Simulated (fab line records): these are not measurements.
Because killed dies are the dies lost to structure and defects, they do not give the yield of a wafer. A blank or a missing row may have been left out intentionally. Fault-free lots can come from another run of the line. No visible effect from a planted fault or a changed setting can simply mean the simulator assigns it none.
Matching of chambers ; flow n5_finfet ; rie_diel-02 running N5_MOL_CONTACT_COAG_ETCHBACK_135: 4 sister chambers
The step etches SiO2 in CHF3, target depth 25 nm, time 16.7 s. 4 wafers are shown with their chamber, then 8 later ones without.

== WAFERS, EACH WITH ITS CHAMBER ==
wafer;chamber;drypump_motor_current_A (A)
L081.5;1;5.5
L083.5;0;5.1
L083.6;3;5.9
L093.1;2;6.2

== WAFERS WITH NO CHAMBER GIVEN ==
wafer;drypump_motor_current_A (A)
L093.2;5.9
L093.3;5.5
L093.4;5.0
L093.5;6.2
L093.6;5.9
L097.3;5.9
L097.5;5.9
L097.6;6.3

== WHICH CHAMBER EACH ONE RAN IN ==
wafer;from the rows above;in truth
L093.2;3;3
L093.3;1;1
L093.4;0;0
L093.5;2;2
L093.6;3;3
L097.3;3;3
L097.5;3;3
L097.6;2;2
8 of 8 placed correctly. From these rows, 0 cannot be placed. Placed wrongly: 0.
How it was worked out, from the rows above alone: a wafer's distance from a chamber is the root of the sum, over the readings, of the square of ((its reading less the chamber's mean) divided by the reading's scatter). The wafer belongs to the nearest chamber; if the next one is less than 2 further off, it can't be placed. The mean given for a chamber averages the wafers shown for that chamber. The scatter: root of mean squared gap, hidden wafer to nearest shown wafer, with one shown wafer a chamber.
